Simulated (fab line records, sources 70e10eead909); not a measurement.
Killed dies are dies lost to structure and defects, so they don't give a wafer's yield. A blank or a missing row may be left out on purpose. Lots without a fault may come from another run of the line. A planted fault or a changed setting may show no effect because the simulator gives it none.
Which tool did it? | flow nand_harc | 24 lots, 72 wafers sampled, at 3 steps of a route of 1302

WHAT THE GAUGES READ, wafer by wafer
NHARC_A_ONON_D2_THK_MEAS_08: measures by ellipsometry. Usual: thk_nm 1002 nm, standard deviation 12.
lot  | measured     | on            | thk_nm (nm)    | flag
L074 | day 12 15:35 | film_metro-02 | 1008 1007 1006 |
L075 | day 13 09:07 | film_metro-02 | 1017 1017 1016 |
L076 | day 13 09:08 | film_metro-01 | 1000 1001 1000 |
L077 | day 13 23:29 | film_metro-02 | 1000 1001 1002 |
L078 | day 14 03:28 | film_metro-02 | 977 976 976    |
L079 | day 14 03:28 | film_metro-01 | 990 991 989    |
L080 | day 14 23:55 | film_metro-02 | 1017 1015 1014 |
L082 | day 15 16:40 | film_metro-01 | 988 988 987    |
L081 | day 16 00:14 | film_metro-02 | 1004 1003 1004 |
L083 | day 16 00:19 | film_metro-01 | 1000 998 998   |
L084 | day 16 18:46 | film_metro-01 | 1015 1015 1015 |
L085 | day 17 09:17 | film_metro-01 | 1004 1002 1003 |
L087 | day 17 22:21 | film_metro-01 | 1012 1012 1016 |
L086 | day 17 22:22 | film_metro-01 | 1003 1003 1005 |
L089 | day 18 14:07 | film_metro-02 | 1011 1013 1011 |
L088 | day 18 14:17 | film_metro-01 | 995 994 994    |
L090 | day 19 01:59 | film_metro-02 | 1001 1001 1000 |
L092 | day 19 15:16 | film_metro-01 | 1020 1022 1021 |
L091 | day 19 15:17 | film_metro-02 | 997 998 996    |
L093 | day 20 06:25 | film_metro-01 | 1000 1001 999  |
L094 | day 20 18:41 | film_metro-02 | 998 997 997    |
L095 | day 21 09:59 | film_metro-02 | 980 979 981    |
L096 | day 22 01:52 | film_metro-02 | 1018 1018 1018 |
L097 | day 22 11:16 | film_metro-02 | 984 985 985    |

NHARC_A_ONON_D2_THK_MEAS_27: measures by ellipsometry. Usual: thk_nm 1000 nm, standard deviation 10.
lot  | measured     | on            | thk_nm (nm)    | flag
L074 | day 13 01:47 | film_metro-02 | 988 989 990    |
L075 | day 13 19:44 | film_metro-01 | 1012 1012 1013 |
L076 | day 13 19:43 | film_metro-02 | 1001 999 996   |
L077 | day 14 11:35 | film_metro-02 | 1015 1014 1013 |
L078 | day 14 11:56 | film_metro-02 | 1016 1014 1013 |
L079 | day 14 11:44 | film_metro-01 | 987 987 987    |
L080 | day 15 13:13 | film_metro-02 | 997 999 998    |
L082 | day 16 04:37 | film_metro-01 | 1002 1003 1002 |
L081 | day 16 10:28 | film_metro-01 | 998 999 998    |
L083 | day 16 10:29 | film_metro-02 | 988 987 987    |
L084 | day 17 04:59 | film_metro-02 | 997 995 996    |
L085 | day 17 20:17 | film_metro-02 | 1006 1006 1006 |
L087 | day 18 08:58 | film_metro-01 | 1004 1006 1005 |
L086 | day 18 08:58 | film_metro-02 | 1019 1018 1020 |
L089 | day 19 03:50 | film_metro-01 | 986 985 984    |
L088 | day 19 03:50 | film_metro-02 | 1005 1004 1003 |
L090 | day 19 12:40 | film_metro-02 | 1001 1001 1002 |
L092 | day 20 01:50 | film_metro-02 | 1009 1010 1011 |
L091 | day 20 01:52 | film_metro-01 | 987 990 986    |
L093 | day 20 16:34 | film_metro-02 | 989 991 989    |
L094 | day 21 05:16 | film_metro-02 | 1008 1006 1007 |
L095 | day 21 23:43 | film_metro-01 | 981 979 981    |
L096 | day 22 12:29 | film_metro-02 | 1008 1009 1008 |
L097 | day 22 21:47 | film_metro-01 | 998 997 998    |

NHARC_A_CHANNEL_HOLE_D2_CD_MEAS_18. Usual: cd_nm 99.8 nm, standard deviation 2.1.
lot  | measured     | on        | cd_nm (nm)        | flag
L074 | day 13 07:46 | cd_sem-02 | 105.6 98.6 105.4  |
L075 | day 14 05:43 | cd_sem-01 | 99.5 98.4 98.7    |
L076 | day 14 04:50 | cd_sem-02 | 96.2 98.6 104.8   |
L077 | day 14 17:27 | cd_sem-01 | 96.0 98.6 97.0    |
L078 | day 14 19:23 | cd_sem-01 | 102.1 102.8 98.3  |
L079 | day 14 19:13 | cd_sem-02 | 100.4 97.6 99.9   |
L080 | day 15 18:19 | cd_sem-02 | 97.2 96.6 98.6    |
L082 | day 16 09:36 | cd_sem-02 | 99.2 98.8 98.8    |
L081 | day 16 18:26 | cd_sem-02 | 100.6 103.3 100.5 |
L083 | day 16 19:22 | cd_sem-02 | 99.8 98.5 99.4    |
L084 | day 17 12:25 | cd_sem-03 | 104.0 102.8 102.9 |
L085 | day 18 04:44 | cd_sem-01 | 101.6 103.7 100.7 |
L087 | day 18 15:56 | cd_sem-01 | 96.9 101.4 101.6  |
L086 | day 18 16:42 | cd_sem-03 | 98.6 100.3 99.7   |
L089 | day 19 09:14 | cd_sem-03 | 101.4 99.4 99.8   |
L088 | day 19 11:53 | cd_sem-01 | 97.0 100.4 96.6   |
L090 | day 19 17:58 | cd_sem-02 | 98.8 103.5 100.7  |
L092 | day 20 09:40 | cd_sem-03 | 99.5 100.2 102.1  |
L091 | day 20 10:12 | cd_sem-03 | 104.2 100.4 97.5  |
L093 | day 20 21:42 | cd_sem-02 | 96.8 99.2 97.1    |
L094 | day 21 11:32 | cd_sem-01 | 100.3 100.6 97.4  |
L095 | day 22 09:03 | cd_sem-01 | 99.9 99.1 98.6    |
L096 | day 22 17:34 | cd_sem-02 | 100.0 101.0 99.0  |
L097 | day 23 05:19 | cd_sem-02 | 97.7 98.6 101.3   |

WHICH TOOL RAN EACH LOT (tool, then ch and the chambers of the sampled wafers, then the start)
The record holds no process step before these readings.

WHAT THE TOOLS THEMSELVES READ (means of the sampled wafers that have a number; where no wafer has one, the mark that the record gives instead)
The record holds no such reading with a usual standard deviation.

THE ANSWER, worked out from the rows above alone
Rule: a lot is off if the mean of its wafers that have a number lies more than 3 standard deviations from the usual mean. A lot without any number at a reading at which 4 lots or more have one is off too. The other lots that the step has rows for count as sound. The gauges are gone through in route order, then the tools' own readings, and for those a lot's mean is taken as printed above. The first step at which some lot is off is used, and at that step the reading that is off furthest; a lot without a number counts as furthest.
No lot is off at any reading shown: from this, nothing can be told.

WHAT THE SIMULATOR HAD PUT IN
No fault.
